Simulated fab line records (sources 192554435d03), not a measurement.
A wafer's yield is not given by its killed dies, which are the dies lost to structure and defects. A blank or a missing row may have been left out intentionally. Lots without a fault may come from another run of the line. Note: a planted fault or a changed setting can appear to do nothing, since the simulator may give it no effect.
Split-lot study :: flow n5Finfet :: 39 wafers read from 7 lots, route of 1938 steps

## ON THE SPLIT
At N5_SD_EPI_N_ETCH_16 (etches SiO2 in CHF3/O2, target depth 5 nm), the setting targetDepthA was moved away from the recipe's 50 angstrom on 12 of the 39 wafers read, by -56.8% to +20.8%. This setting was run at the recipe's value on the other wafers.

Reading taken at the split's own step.

## THE READING
SiARC_of_SD_EPI_N_COAT_33.thkNm (the simulator's own value, which no gauge read), in nm, at N5_SD_EPI_N_ETCH_16 (etches SiO2 in CHF3/O2, target depth 5 nm). The file does not state a usual value for it. The 27 wafers here that ran the recipe average 12.3 nm, standard deviation 0.38 nm.

wafer: L074.1
tool, chamber at the split: rieDiel-05, 1
targetDepthA as run, angstrom: 50
against the recipe: recipe
SiARC_of_SD_EPI_N_COAT_33.thkNm, nm: 13
against lot-mates on the recipe: -

wafer: L074.2
tool, chamber at the split: rieDiel-05, 0
targetDepthA as run, angstrom: 50
against the recipe: recipe
SiARC_of_SD_EPI_N_COAT_33.thkNm, nm: 12.2
against lot-mates on the recipe: -

wafer: L074.5
tool, chamber at the split: rieDiel-05, 2
targetDepthA as run, angstrom: 50
against the recipe: recipe
SiARC_of_SD_EPI_N_COAT_33.thkNm, nm: 13
against lot-mates on the recipe: -

wafer: L080.1
tool, chamber at the split: rieDiel-05, 2
targetDepthA as run, angstrom: 50
against the recipe: recipe
SiARC_of_SD_EPI_N_COAT_33.thkNm, nm: 12.8
against lot-mates on the recipe: -

wafer: L080.2
tool, chamber at the split: rieDiel-05, 1
targetDepthA as run, angstrom: 50
against the recipe: recipe
SiARC_of_SD_EPI_N_COAT_33.thkNm, nm: 12.4
against lot-mates on the recipe: -

wafer: L080.3
tool, chamber at the split: rieDiel-05, 0
targetDepthA as run, angstrom: 50
against the recipe: recipe
SiARC_of_SD_EPI_N_COAT_33.thkNm, nm: 11.8
against lot-mates on the recipe: -

wafer: L080.4
tool, chamber at the split: rieDiel-05, 3
targetDepthA as run, angstrom: 21.61
against the recipe: -56.8%
SiARC_of_SD_EPI_N_COAT_33.thkNm, nm: 14.4
against lot-mates on the recipe: +2.1

wafer: L080.5
tool, chamber at the split: rieDiel-05, 3
targetDepthA as run, angstrom: 21.61
against the recipe: -56.8%
SiARC_of_SD_EPI_N_COAT_33.thkNm, nm: 14.4
against lot-mates on the recipe: +2.1

wafer: L080.6
tool, chamber at the split: rieDiel-05, 2
targetDepthA as run, angstrom: 21.61
against the recipe: -56.8%
SiARC_of_SD_EPI_N_COAT_33.thkNm, nm: 14.6
against lot-mates on the recipe: +2.3

wafer: L081.1
tool, chamber at the split: rieDiel-05, 3
targetDepthA as run, angstrom: 50
against the recipe: recipe
SiARC_of_SD_EPI_N_COAT_33.thkNm, nm: 12.4
against lot-mates on the recipe: -

wafer: L081.2
tool, chamber at the split: rieDiel-05, 0
targetDepthA as run, angstrom: 50
against the recipe: recipe
SiARC_of_SD_EPI_N_COAT_33.thkNm, nm: 11.6
against lot-mates on the recipe: -

wafer: L081.3
tool, chamber at the split: rieDiel-05, 2
targetDepthA as run, angstrom: 50
against the recipe: recipe
SiARC_of_SD_EPI_N_COAT_33.thkNm, nm: 12.6
against lot-mates on the recipe: -

wafer: L081.4
tool, chamber at the split: rieDiel-05, 1
targetDepthA as run, angstrom: 50
against the recipe: recipe
SiARC_of_SD_EPI_N_COAT_33.thkNm, nm: 12.4
against lot-mates on the recipe: -

wafer: L081.5
tool, chamber at the split: rieDiel-05, 3
targetDepthA as run, angstrom: 50
against the recipe: recipe
SiARC_of_SD_EPI_N_COAT_33.thkNm, nm: 12.2
against lot-mates on the recipe: -

wafer: L081.6
tool, chamber at the split: rieDiel-05, 0
targetDepthA as run, angstrom: 50
against the recipe: recipe
SiARC_of_SD_EPI_N_COAT_33.thkNm, nm: 11.8
against lot-mates on the recipe: -

wafer: L086.1
tool, chamber at the split: rieDiel-06, 0
targetDepthA as run, angstrom: 60.4
against the recipe: +20.8%
SiARC_of_SD_EPI_N_COAT_33.thkNm, nm: 12.2
against lot-mates on the recipe: -0.3

wafer: L086.2
tool, chamber at the split: rieDiel-06, 3
targetDepthA as run, angstrom: 50
against the recipe: recipe
SiARC_of_SD_EPI_N_COAT_33.thkNm, nm: 12.6
against lot-mates on the recipe: -

wafer: L086.3
tool, chamber at the split: rieDiel-06, 1
targetDepthA as run, angstrom: 60.4
against the recipe: +20.8%
SiARC_of_SD_EPI_N_COAT_33.thkNm, nm: 11.6
against lot-mates on the recipe: -0.9

wafer: L086.4
tool, chamber at the split: rieDiel-06, 2
targetDepthA as run, angstrom: 60.4
against the recipe: +20.8%
SiARC_of_SD_EPI_N_COAT_33.thkNm, nm: 12.2
against lot-mates on the recipe: -0.3

wafer: L086.5
tool, chamber at the split: rieDiel-06, 1
targetDepthA as run, angstrom: 50
against the recipe: recipe
SiARC_of_SD_EPI_N_COAT_33.thkNm, nm: 12.2
against lot-mates on the recipe: -

wafer: L086.6
tool, chamber at the split: rieDiel-06, 2
targetDepthA as run, angstrom: 50
against the recipe: recipe
SiARC_of_SD_EPI_N_COAT_33.thkNm, nm: 12.8
against lot-mates on the recipe: -

wafer: L088.1
tool, chamber at the split: rieDiel-02, 2
targetDepthA as run, angstrom: 50
against the recipe: recipe
SiARC_of_SD_EPI_N_COAT_33.thkNm, nm: 12
against lot-mates on the recipe: -

wafer: L088.2
tool, chamber at the split: rieDiel-02, 3
targetDepthA as run, angstrom: 50
against the recipe: recipe
SiARC_of_SD_EPI_N_COAT_33.thkNm, nm: 12
against lot-mates on the recipe: -

wafer: L088.3
tool, chamber at the split: rieDiel-02, 1
targetDepthA as run, angstrom: 50
against the recipe: recipe
SiARC_of_SD_EPI_N_COAT_33.thkNm, nm: 12.4
against lot-mates on the recipe: -

wafer: L088.4
tool, chamber at the split: rieDiel-02, 2
targetDepthA as run, angstrom: 50
against the recipe: recipe
SiARC_of_SD_EPI_N_COAT_33.thkNm, nm: 12
against lot-mates on the recipe: -

wafer: L088.5
tool, chamber at the split: rieDiel-02, 1
targetDepthA as run, angstrom: 50
against the recipe: recipe
SiARC_of_SD_EPI_N_COAT_33.thkNm, nm: 12.4
against lot-mates on the recipe: -

wafer: L088.6
tool, chamber at the split: rieDiel-02, 3
targetDepthA as run, angstrom: 50
against the recipe: recipe
SiARC_of_SD_EPI_N_COAT_33.thkNm, nm: 12.4
against lot-mates on the recipe: -

wafer: L093.1
tool, chamber at the split: rieDiel-05, 0
targetDepthA as run, angstrom: 50
against the recipe: recipe
SiARC_of_SD_EPI_N_COAT_33.thkNm, nm: 11.8
against lot-mates on the recipe: -

wafer: L093.2
tool, chamber at the split: rieDiel-05, 2
targetDepthA as run, angstrom: 50
against the recipe: recipe
SiARC_of_SD_EPI_N_COAT_33.thkNm, nm: 12.6
against lot-mates on the recipe: -

wafer: L093.3
tool, chamber at the split: rieDiel-05, 3
targetDepthA as run, angstrom: 50
against the recipe: recipe
SiARC_of_SD_EPI_N_COAT_33.thkNm, nm: 12
against lot-mates on the recipe: -

wafer: L093.4
tool, chamber at the split: rieDiel-05, 0
targetDepthA as run, angstrom: 41.96
against the recipe: -16.1%
SiARC_of_SD_EPI_N_COAT_33.thkNm, nm: 12.4
against lot-mates on the recipe: +0.3

wafer: L093.5
tool, chamber at the split: rieDiel-05, 3
targetDepthA as run, angstrom: 41.96
against the recipe: -16.1%
SiARC_of_SD_EPI_N_COAT_33.thkNm, nm: 12.8
against lot-mates on the recipe: +0.7

wafer: L093.6
tool, chamber at the split: rieDiel-05, 2
targetDepthA as run, angstrom: 41.96
against the recipe: -16.1%
SiARC_of_SD_EPI_N_COAT_33.thkNm, nm: 13.2
against lot-mates on the recipe: +1.1

wafer: L096.1
tool, chamber at the split: rieDiel-06, 3
targetDepthA as run, angstrom: 50
against the recipe: recipe
SiARC_of_SD_EPI_N_COAT_33.thkNm, nm: 12.8
against lot-mates on the recipe: -

wafer: L096.2
tool, chamber at the split: rieDiel-06, 1
targetDepthA as run, angstrom: 50
against the recipe: recipe
SiARC_of_SD_EPI_N_COAT_33.thkNm, nm: 12.6
against lot-mates on the recipe: -

wafer: L096.3
tool, chamber at the split: rieDiel-06, 2
targetDepthA as run, angstrom: 34.57
against the recipe: -30.9%
SiARC_of_SD_EPI_N_COAT_33.thkNm, nm: 13.8
against lot-mates on the recipe: +1.1

wafer: L096.4
tool, chamber at the split: rieDiel-06, 3
targetDepthA as run, angstrom: 34.57
against the recipe: -30.9%
SiARC_of_SD_EPI_N_COAT_33.thkNm, nm: 14
against lot-mates on the recipe: +1.3

wafer: L096.5
tool, chamber at the split: rieDiel-06, 1
targetDepthA as run, angstrom: 50
against the recipe: recipe
SiARC_of_SD_EPI_N_COAT_33.thkNm, nm: 12.6
against lot-mates on the recipe: -

wafer: L096.6
tool, chamber at the split: rieDiel-06, 2
targetDepthA as run, angstrom: 34.57
against the recipe: -30.9%
SiARC_of_SD_EPI_N_COAT_33.thkNm, nm: 13.8
against lot-mates on the recipe: +1.1

THE FIT
A straight line over all 39 wafers: SiARC_of_SD_EPI_N_COAT_33.thkNm changes by -0.0364 nm for each +1% of targetDepthA; r = -0.87; the points scatter about the line by 0.38 nm.
The same after taking each lot's own level away (the mean of its wafers on the recipe; 39 wafers): -0.0364 nm for each +1%; r = -0.92; scatter 0.3 nm.
That fit puts the effect of the largest move of targetDepthA on the reading at 2.1 nm.
The lots' own levels span 12.13 to 12.73 nm, that is 1.6 times the standard deviation above.
The two slopes agree, so the slope changes little with the lot-to-lot level.
Check: +2.11 nm against its lot-mates is what the line predicts for one of the wafers moved furthest among these (-56.8%) when that wafer is left out of the fit. It came out at +2.07 nm against them.

## FURTHER SPLITS ON THESE WAFERS
Other splits were also applied to these wafers ahead of the reading. Each is held against what the fit with the lots' levels taken away leaves over:
other split on the same wafers: N5_ZERO_LAYER_PECVD_02 timeS
wafers away from the commonest value: 12
r with SiARC_of_SD_EPI_N_COAT_33.thkNm (lot level and that fit taken away): -0.09

other split on the same wafers: N5_FIN_SAQP_HM_DEP_03 timeS
wafers away from the commonest value: 12
r with SiARC_of_SD_EPI_N_COAT_33.thkNm (lot level and that fit taken away): +0.18

## THE WHOLE CHAIN: every reading that the file lists as answering this split, in the file's order
step: N5_SD_EPI_N_ETCH_16
what it does: etches SiO2 in CHF3/O2, target depth 5 nm
reading: etch.depthNm (the simulator's own value, which no gauge read)
change (the file's fit): +0.0496 nm for each +1% of the setting
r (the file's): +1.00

step: N5_SD_EPI_N_ETCH_16
what it does: etches SiO2 in CHF3/O2, target depth 5 nm
reading: SiARC_of_SD_EPI_N_COAT_33.thkNm (the simulator's own value, which no gauge read)
change (the file's fit): -0.037 nm for each +1% of the setting
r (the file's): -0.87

## THE FILE'S OWN FIT
SiARC_of_SD_EPI_N_COAT_33.thkNm changes by -0.037 nm for each +1% of targetDepthA, r = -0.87.
